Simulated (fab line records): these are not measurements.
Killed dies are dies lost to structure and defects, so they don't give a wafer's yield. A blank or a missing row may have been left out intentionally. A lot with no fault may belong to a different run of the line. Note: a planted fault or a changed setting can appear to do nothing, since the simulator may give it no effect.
fab line records    flow n5-finfet
record: lots: 7  wafers: 39
route steps=1938 shown DUMMY_GATE@243 SD_EPI_N@279 HKMG_FIN@402 MOL_CONTACT_COAG@523
start-h: hours from the record's first day to the start of the lot's first wafer shown    wait-h: hours since the lot's step before    " repeats the value in the row above    L1.1+2: a row that stands for several wafers    - value missing, or start not given    * or withheld: withheld    < > ~ a bound
route shown NAME@n: NAME is a module with steps in the file, n the number in the route of the first one    usual: mean/standard deviation of fault-free wafers    same: alike in all rows    chamber/n: place in a boat    sites: per-site readings    _std_site: their standard deviation    _edge_site: inner sites' mean taken away from outer sites' mean    radius-mm: how far each site lies from the wafer's centre    mask NAME#n: copy n    behind: the tool/chamber that last shaped the wafer    hold: why the lot was held/for how many hours/how that ended    device: the n, p or np transistor that did not switch    end of line: tests of these same wafers at the route's end    step lacking rows: just its recipe    killed: at the first sort, the dies lost to defects and structure; wafer yield is something else    map: per-die view of a wafer (x killed, . not killed, _ where there is no die)
set.NAME: the setting as run; set.NAME@STEP: as run at that earlier step    model.NAME: the simulator's own value behind a step, which no gauge read
one table per step and one row per wafer, for lots whose settings were changed on purpose
== steps ==
step: N5_DUMMY_GATE_ETCH_31
recipe: chemistry: C4F6/O2  target: SiO2  mask-material: SOC  target-depth-a: 825  time-s: 27.5  ion-energy-ev: 250  pressure-mtorr: 30  source-w: 345  bias-w: 185  Ar_flow_sccm: 300  C4F6_flow_sccm: 10  O2_flow_sccm: 10
lot.wafer  tool         chamber  start-h  wait-h  set.target-depth-a  model.etch.depth-nm  model.SOC_of_DUMMY_GATE_COAT_34.thk-nm
L082.1     rie-diel-02  3        100.64   0.4     930.9               91.48                50.6
L082.2     "            2        "        "       825                 82.26                51.4
L082.3     "            1        "        "       930.9               96.05                50.6
L082.4     "            3        "        "       825                 81.45                51.8
L082.5     "            1        "        "       825                 84.86                51.6
L082.6     "            2        "        "       930.9               93.22                50.2
L083.1     rie-diel-03  2        102.45   0.0     825                 85.24                51.6
L083.2     "            3        "        "       721.7               71.2                 52.8
L083.3     "            0        "        "       825                 85.2                 51.6
L083.4     "            1        "        "       825                 82.36                51.6
L083.5     "            2        "        "       721.7               74.51                52.6
L083.6     "            3        "        "       721.7               70.58                52.8
L084.1     rie-diel-06  0        108.02   0.0     825                 83.17                51.6
L084.4     "            2        "        "       825                 83.54                52
L084.5     "            1        "        "       825                 81.91                52
L086.1     rie-diel-06  2        122.69   0.0     825                 85.49                51.6
L086.2     "            1        "        "       825                 82.04                51.6
L086.3     "            0        "        "       825                 83.51                51.6
L086.4     "            3        "        "       825                 77.99                52.2
L086.5     "            1        "        "       825                 82.02                51.8
L086.6     "            0        "        "       825                 82.99                51.8
L087.1     rie-diel-06  3        126.10   0.0     908.4               85.63                51.6
L087.2     "            0        "        "       908.4               91.91                50.8
L087.3     "            1        "        "       908.4               89.49                51
L087.4     "            2        "        "       825                 85.03                51.8
L087.5     "            3        "        "       825                 78.26                52.4
L087.6     "            2        "        "       825                 85.01                51.8
L090.1     rie-diel-06  2        143.50   0.2     825                 84.48                51.6
L090.2     "            3        "        "       825                 78.3                 52.2
L090.3     "            1        "        "       825                 81.38                51.8
L090.4     "            0        "        "       825                 82.24                51.4
L090.5     "            2        "        "       825                 83.7                 51.8
L090.6     "            1        "        "       825                 81                   51.6
L097.1     rie-diel-02  1        184.34   0.0     825                 84.23                52
L097.2     "            3        "        "       825                 85.6                 51.4
L097.3     "            2        "        "       825                 82.67                51.6
L097.4     "            0        "        "       825                 82.62                51.6
L097.5     "            2        "        "       825                 82.59                51.6
L097.6     "            3        "        "       825                 85.14                51.4
step: N5_SD_EPI_N_ETCH_16
recipe: chemistry: CHF3/O2  target: SiO2  target-depth-a: 50  mask-material: SOC  pressure-mtorr: 30  source-w: 650  bias-w: 170  Ar_flow_sccm: 200  CHF3_flow_sccm: 50  O2_flow_sccm: 5  ion-energy-ev: 200
lot.wafer  tool         chamber  start-h  wait-h  set.target-depth-a  model.etch.depth-nm
L082.1     rie-diel-05  2        103.81   0.1     50                  5.12
L082.2     "            0        "        "       56.45               5.517
L082.3     "            1        "        "       50                  4.821
L082.4     "            3        "        "       56.45               5.758
L082.5     "            2        "        "       50                  5.115
L082.6     "            3        "        "       56.45               5.771
L083.1     rie-diel-04  3        105.79   0.1     50                  4.849
L083.2     "            2        "        "       46.96               4.665
L083.3     "            0        "        "       50                  4.879
L083.4     "            1        "        "       46.96               4.555
L083.5     "            2        "        "       46.96               4.675
L083.6     "            1        "        "       50                  4.848
L084.1     rie-diel-04  3        110.47   0.1     50                  4.812
L084.4     "            0        "        "       50                  4.881
L084.5     "            1        "        "       50                  4.815
L086.1     rie-diel-05  3        126.42   0.1     50                  5.075
L086.2     "            1        "        "       50                  4.684
L086.3     "            2        "        "       54.57               5.528
L086.4     "            3        "        "       54.57               5.519
L086.5     "            2        "        "       50                  5.084
L086.6     "            1        "        "       54.57               5.171
L087.1     rie-diel-04  2        129.82   0.1     50                  5.004
L087.2     "            3        "        "       50                  4.891
L087.3     "            1        "        "       52.11               5.089
L087.4     "            0        "        "       52.11               5.098
L087.5     "            3        "        "       52.11               5.071
L087.6     "            0        "        "       50                  4.909
L090.1     rie-diel-05  3        146.08   0.1     44.48               4.505
L090.2     "            0        "        "       50                  5.125
L090.3     "            1        "        "       44.48               4.196
L090.4     "            2        "        "       50                  5.066
L090.5     "            1        "        "       44.48               4.231
L090.6     "            2        "        "       50                  5.076
L097.1     rie-diel-05  2        187.00   0.1     45.52               4.611
L097.2     "            1        "        "       50                  4.802
L097.3     "            0        "        "       50                  5.082
L097.4     "            3        "        "       45.52               4.539
L097.5     "            1        "        "       50                  4.746
L097.6     "            2        "        "       45.52               4.629
step: N5_HKMG_FIN_ETCH_54
recipe: chemistry: CF4  target: SiARC  target-depth-a: 455  mask-material: CAR-ArF  time-s: 75.8  ion-energy-ev: 80  pressure-mtorr: 40  source-w: 545  bias-w: 36  Ar_flow_sccm: 100  cf4-flow-sccm: 100  ends: cleared
usual: rf-vpp-V: 183.9/1.2
lot.wafer  tool         chamber  start-h  wait-h  set.source-w  rf-vpp-V
L082.1     rie-diel-04  0        128.12   0.0     545           184.3
L082.2     "            2        "        "       545           182.9
L082.3     "            1        "        "       594.9         176.1
L082.4     "            3        "        "       545           186.3
L082.5     "            0        "        "       594.9         179.1
L082.6     "            3        "        "       594.9         180.2
L083.1     rie-diel-05  1        131.13   0.0     545           183.2
L083.2     "            3        "        "       545           181.6
L083.3     "            2        "        "       600.9         177.5
L083.4     "            1        "        "       545           184.7
L083.5     "            2        "        "       600.9         177.6
L083.6     "            3        "        "       600.9         176.4
L084.1     rie-diel-01  3        135.22   0.0     545           183.6
L084.4     "            0        "        "       545           183.7
L084.5     "            0        "        "       545           183.2
L086.1     rie-diel-05  0        147.61   0.0     614.1         176.9
L086.2     "            1        "        "       545           184.2
L086.3     "            3        "        "       545           183.4
L086.4     "            2        "        "       545           185.0
L086.5     "            2        "        "       614.1         177.4
L086.6     "            3        "        "       614.1         176.1
L087.1     rie-diel-05  1        151.24   0.0     545           182.0
L087.2     "            0        "        "       545           183.6
L087.3     "            2        "        "       545           184.2
L087.4     "            3        "        "       545           183.7
L087.5     "            0        "        "       545           183.4
L087.6     "            3        "        "       545           183.0
L090.1     rie-diel-01  3        166.90   0.0     545           184.5
L090.2     "            0        "        "       545           183.6
L090.3     "            1        "        "       545           185.4
L090.4     "            2        "        "       545           183.1
L090.5     "            3        "        "       545           184.5
L090.6     "            0        "        "       545           184.5
L097.1     rie-diel-01  0        208.68   0.0     545           184.3
L097.2     "            1        "        "       545           186.6
L097.3     "            2        "        "       545           182.9
L097.4     "            0        "        "       545           183.3
L097.5     "            1        "        "       545           184.7
L097.6     "            2        "        "       545           184.1
step: N5_MOL_CONTACT_COAG_EXPOSE_05
recipe: mask-id: CA  na: 0.33  source-shape: annular  sigma-inner: 0.4  sigma-outer: 0.8  polarization: unpolarized  defocus-nm: 0  dose-mj: 38.25
lot.wafer         tool            chamber  start-h  wait-h  mask  set.dose-mj
L082.1+2+3+4+5+6  euv-scanner-02  0        143.88   -       CA#0  38.25
L083.1+4+5        euv-scanner-02  0        147.70   -       CA#0  38.25
L083.2+3+6        "               0        "        "       CA#0  39.74
L084.1+4+5        euv-scanner-01  0        150.94   -       CA#0  38.25
L086.1+4+5        euv-scanner-01  0        162.93   -       CA#0  37.22
L086.2+3+6        "               0        "        "       CA#0  38.25
L087.1+2+3+4+5+6  euv-scanner-01  0        168.82   -       CA#0  38.25
L090.1+3+6        euv-scanner-01  0        182.17   -       CA#0  38.25
L090.2+4+5        "               0        "        "       CA#0  35.84
L097.1+2+3+4+5+6  euv-scanner-02  0        228.56   -       CA#0  38.25
step: N5_MOL_CONTACT_COAG_PEB_06
recipe: peb-temp-c: 100  peb-time-s: 60  resist: CAR-EUV
step: N5_MOL_CONTACT_COAG_DEVELOP_07
recipe: develop-time-s: 30  developer: TMAH  resist: CAR-EUV  rinse-liquid: surfactant-rinse  dry: air-spin  dev-temp-c: 23
step: N5_MOL_CONTACT_COAG_CD_MEAS_08
recipe: target-cd-nm: 28  landing-energy-ev: 500  detector: se-inlens  polarity: opening
usual: cd-nm: 27.89/0.28
lot.wafer  tool       chamber  start-h  wait-h  set.dose-mj@MOL_CONTACT_COAG_EXPOSE_05  cd-nm
L082.1     cd-sem-02  0        144.01   -       38.25                                   27.55
L082.2     "          0        "        "       38.25                                   28.14
L082.3     "          0        "        "       38.25                                   28.02
L082.4     "          0        "        "       38.25                                   27.72
L082.5     "          0        "        "       38.25                                   28.00
L082.6     "          0        "        "       38.25                                   27.92
L083.1     cd-sem-02  0        147.83   -       38.25                                   27.78
L083.2     "          0        "        "       39.74                                   28.84
L083.3     "          0        "        "       39.74                                   29.08
L083.4     "          0        "        "       38.25                                   28.18
L083.5     "          0        "        "       38.25                                   28.10
L083.6     "          0        "        "       39.74                                   28.96
L084.1     cd-sem-03  0        151.07   -       38.25                                   27.83
L084.4     "          0        "        "       38.25                                   27.75
L084.5     "          0        "        "       38.25                                   28.21
L086.1     cd-sem-03  0        163.05   -       37.22                                   26.68
L086.2     "          0        "        "       38.25                                   27.72
L086.3     "          0        "        "       38.25                                   27.79
L086.4     "          0        "        "       37.22                                   27.70
L086.5     "          0        "        "       37.22                                   27.22
L086.6     "          0        "        "       38.25                                   27.37
L087.1     cd-sem-03  0        168.95   -       38.25                                   27.39
L087.2     "          0        "        "       38.25                                   27.52
L087.3     "          0        "        "       38.25                                   27.82
L087.4     "          0        "        "       38.25                                   27.33
L087.5     "          0        "        "       38.25                                   27.70
L087.6     "          0        "        "       38.25                                   27.60
L090.1     cd-sem-01  0        182.30   -       38.25                                   28.33
L090.2     "          0        "        "       35.84                                   26.53
L090.3     "          0        "        "       38.25                                   28.21
L090.4     "          0        "        "       35.84                                   26.46
L090.5     "          0        "        "       35.84                                   26.79
L090.6     "          0        "        "       38.25                                   28.25
L097.1     cd-sem-02  0        228.68   -       38.25                                   27.50
L097.2     "          0        "        "       38.25                                   27.60
L097.3     "          0        "        "       38.25                                   27.78
L097.4     "          0        "        "       38.25                                   27.32
L097.5     "          0        "        "       38.25                                   27.55
L097.6     "          0        "        "       38.25                                   27.95
step: N5_MOL_CONTACT_COAG_DESCUM_13
recipe: chemistry: O2  time-s: 7  source-power-w: 50  bias-power-w: 20  pressure-mtorr: 20  rf-frequency-hz: 2.712e+07  temp-c: 40  resist: CAR-EUV  o2-flow-sccm: 225
step: N5_MOL_CONTACT_COAG_ETCH_59
recipe: chemistry: N2/H2  target: underlayer  target-depth-a: 130  mask-material: CAR-EUV  time-s: 10.4  ion-energy-ev: 200  pressure-mtorr: 30  source-w: 840  bias-w: 150  n2-flow-sccm: 200  h2-flow-sccm: 200  ends: cleared
lot.wafer       tool         chamber    start-h  wait-h  set.dose-mj@MOL_CONTACT_COAG_EXPOSE_05  model.MOL_CONTACT_COAG.cd-offset-nm
L082.1+2+4+5+6  rie-diel-04  3,2,1,0,3  144.23   0.0     38.25                                   -0.2
L082.3          "            0          "        "       38.25                                   0
L083.1+5        rie-diel-05  2,0        148.40   0.0     38.25                                   0.2
L083.2+3        "            1,3        "        "       39.74                                   1
L083.4          "            0          "        "       38.25                                   0.4
L083.6          "            3          "        "       39.74                                   0.6
L084.1+4+5      rie-diel-04  1,2,2      151.24   0.0     38.25                                   -0.2
L086.1+5        rie-diel-04  2,1        163.21   0.0     37.22                                   -0.8
L086.2+3        "            3,0        "        "       38.25                                   -0.4
L086.4          "            1          "        "       37.22                                   -0.4
L086.6          "            2          "        "       38.25                                   -0.6
L087.1+4        rie-diel-05  0,1        169.11   0.0     38.25                                   -0.2
L087.2          "            3          "        "       38.25                                   -0.8
L087.3+5        "            2,3        "        "       38.25                                   -0.6
L087.6          "            0          "        "       38.25                                   -0.4
L090.1          rie-diel-01  0          182.50   0.0     38.25                                   0
L090.2+4+5      "            3,2,3      "        "       35.84                                   -1.4
L090.3+6        "            1,0        "        "       38.25                                   0.2
L097.1+4+5+6    rie-diel-04  1,2,2,3    228.91   0.0     38.25                                   -0.2
L097.2+3        "            0,3        "        "       38.25                                   -0.4
step: N5_MOL_CONTACT_COAG_ETCH_105
recipe: chemistry: CF4  target: SiARC  target-depth-a: 156  mask-material: CAR-EUV  time-s: 26  ion-energy-ev: 80  pressure-mtorr: 40  source-w: 545  bias-w: 36  Ar_flow_sccm: 100  cf4-flow-sccm: 100  ends: cleared
lot.wafer     tool         chamber  start-h  wait-h  set.dose-mj@MOL_CONTACT_COAG_EXPOSE_05  model.MOL_CONTACT_COAG.cd-offset-nm
L082.1+2+4+5  rie-diel-04  3,2,1,0  144.25   0.0     38.25                                   -0.2
L082.3+6      "            0,3      "        "       38.25                                   0
L083.1        rie-diel-05  2        148.42   0.0     38.25                                   0
L083.2+6      "            1,3      "        "       39.74                                   0.8
L083.3        "            3        "        "       39.74                                   1
L083.4        "            0        "        "       38.25                                   0.4
L083.5        "            0        "        "       38.25                                   0.2
L084.1        rie-diel-04  1        151.26   0.0     38.25                                   -0.4
L084.4        "            2        "        "       38.25                                   0
L084.5        "            2        "        "       38.25                                   -0.2
L086.1+5      rie-diel-04  2,1      163.23   0.0     37.22                                   -0.8
L086.2+6      "            3,2      "        "       38.25                                   -0.4
L086.3        "            0        "        "       38.25                                   -0.2
L086.4        "            1        "        "       37.22                                   -0.6
L087.1+4      rie-diel-05  0,1      169.13   0.0     38.25                                   -0.2
L087.2+3      "            3,2      "        "       38.25                                   -0.6
L087.5+6      "            3,0      "        "       38.25                                   -0.4
L090.1        rie-diel-01  0        182.52   0.0     38.25                                   0.2
L090.2+4+5    "            3,2,3    "        "       35.84                                   -1.2
L090.3+6      "            1,0      "        "       38.25                                   0.4
L097.1        rie-diel-04  1        228.93   0.0     38.25                                   -0.4
L097.2+4+5    "            0,2,2    "        "       38.25                                   -0.2
L097.3+6      "            3        "        "       38.25                                   0
== key ==
split: step: N5_DUMMY_GATE_ETCH_31  setting: target-depth-a  stated: 825  by: wafer
response: step: N5_DUMMY_GATE_ETCH_31  reading: model.etch.depth-nm  change: +0.834  per: 1%  r: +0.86
response: step: N5_DUMMY_GATE_ETCH_31  reading: model.SOC_of_DUMMY_GATE_COAT_34.thk-nm  change: -0.0885  per: 1%  r: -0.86
split: step: N5_SD_EPI_N_ETCH_16  setting: target-depth-a  stated: 50  by: wafer
response: step: N5_SD_EPI_N_ETCH_16  reading: model.etch.depth-nm  change: +0.0511  per: 1%  r: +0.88
split: step: N5_HKMG_FIN_ETCH_54  setting: source-w  stated: 545  by: wafer
response: step: N5_HKMG_FIN_ETCH_54  reading: rf-vpp-V  change: -0.601  per: 1%  r: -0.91
split: step: N5_MOL_CONTACT_COAG_EXPOSE_05  setting: dose-mj  stated: 38.25  by: wafer
response: step: N5_MOL_CONTACT_COAG_CD_MEAS_08  reading: cd-nm  change: +0.247  per: 1%  r: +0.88
response: step: N5_MOL_CONTACT_COAG_ETCH_59  reading: model.MOL_CONTACT_COAG.cd-offset-nm  change: +0.202  per: 1%  r: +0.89
response: step: N5_MOL_CONTACT_COAG_ETCH_105  reading: model.MOL_CONTACT_COAG.cd-offset-nm  change: +0.215  per: 1%  r: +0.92
